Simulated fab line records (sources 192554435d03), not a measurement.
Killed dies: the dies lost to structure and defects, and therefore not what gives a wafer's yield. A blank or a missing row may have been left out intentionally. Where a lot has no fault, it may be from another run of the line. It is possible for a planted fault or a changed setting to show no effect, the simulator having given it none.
Lot-split experiment    flow n5_finfet    route with 1938 steps; 7 lots, 21 wafers read

## ABOUT THE SPLIT
At N5_HKMG_FIN_EXPOSE_09 (exposes mask NWFM), the setting dose_mj was moved away from the recipe's 39.25 on 9 of the 21 wafers read, by -3.2% to +6.2%. All remaining wafers had this setting at the recipe value.

## FROM THE SPLIT TO THE READING: what the file shows between them, 2 steps
- N5_HKMG_FIN_PEB_10: peb time 60 s
- N5_HKMG_FIN_DEVELOP_11: develop time 30 s

## THE READING
cd_nm, in nm, at N5_HKMG_FIN_CD_MEAS_12 (target cd 92.8 nm). On this fab line, fault-free wafers typically give 92.8 nm with a standard deviation of 0.51 nm.

wafer   tool, chamber at the split  dose_mj as run  against the recipe  cd_nm, nm  against lot-mates on the recipe
L078.1  arfi_scanner-03, 0          39.25           recipe              93.1       -
L078.3  arfi_scanner-03, 0          39.25           recipe              92.3       -
L078.5  arfi_scanner-03, 0          39.25           recipe              92.5       -
L079.2  arfi_scanner-02, 0          39.25           recipe              92.8       -
L079.5  arfi_scanner-02, 0          41.05           +4.6%               95.5       +2.7
L079.6  arfi_scanner-02, 0          41.05           +4.6%               95.5       +2.7
L081.3  arfi_scanner-01, 0          39.25           recipe              92.4       -
L081.4  arfi_scanner-01, 0          39.25           recipe              91.7       -
L081.6  arfi_scanner-01, 0          41.67           +6.2%               96.2       +4.1
L083.1  arfi_scanner-02, 0          39.25           recipe              92.6       -
L083.2  arfi_scanner-02, 0          38.24           -2.6%               91.6       -1.0
L083.4  arfi_scanner-02, 0          38.24           -2.6%               91.0       -1.6
L086.2  arfi_scanner-01, 0          40.18           +2.4%               94.5       +1.4
L086.4  arfi_scanner-01, 0          40.18           +2.4%               94.1       +1.0
L086.6  arfi_scanner-01, 0          39.25           recipe              93.1       -
L089.2  arfi_scanner-01, 0          39.25           recipe              93.0       -
L089.4  arfi_scanner-01, 0          39.25           recipe              93.3       -
L089.5  arfi_scanner-01, 0          39.25           recipe              92.7       -
L091.1  arfi_scanner-03, 0          38              -3.2%               90.4       -1.9
L091.2  arfi_scanner-03, 0          39.25           recipe              92.3       -
L091.4  arfi_scanner-03, 0          38              -3.2%               90.7       -1.6

THE FIT
A straight line over all 21 wafers: cd_nm changes by +0.609 nm for each +1% of dose_mj; r = +0.97; the points scatter about the line by 0.38 nm.
The same after taking each lot's own level away (the mean of its wafers on the recipe; 21 wafers): +0.589 nm for each +1%; r = +0.98; scatter 0.28 nm.
The reading moves by 3.6 nm for the largest change in dose_mj, on that fit.
The lots' own levels span 92.05 to 93.10 nm, that is 2.1 times the standard deviation above.
Hence the lot-to-lot level has little effect on the slope; both slopes agree.
Check: +3.44 nm against its lot-mates is what the line predicts for one of the wafers moved furthest among these (+6.2%) when that wafer is left out of the fit. Against them it came out at +4.15 nm.

## FURTHER SPLITS ON THESE WAFERS
Before the reading, these wafers also passed through other splits. Each is held against what the fit with the lots' levels taken away leaves over:
other split on the same wafers  wafers away from the commonest value  r with cd_nm (lot level and that fit taken away)
N5_HKMG_FIN_EXPOSE_46 dose_mj   6                                     +0.04
N5_HKMG_FIN_ETCH_58 source_w    10                                    +0.13

## THE FILE'S OWN FIT
cd_nm changes by +0.612 nm for each +1% of dose_mj, r = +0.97.
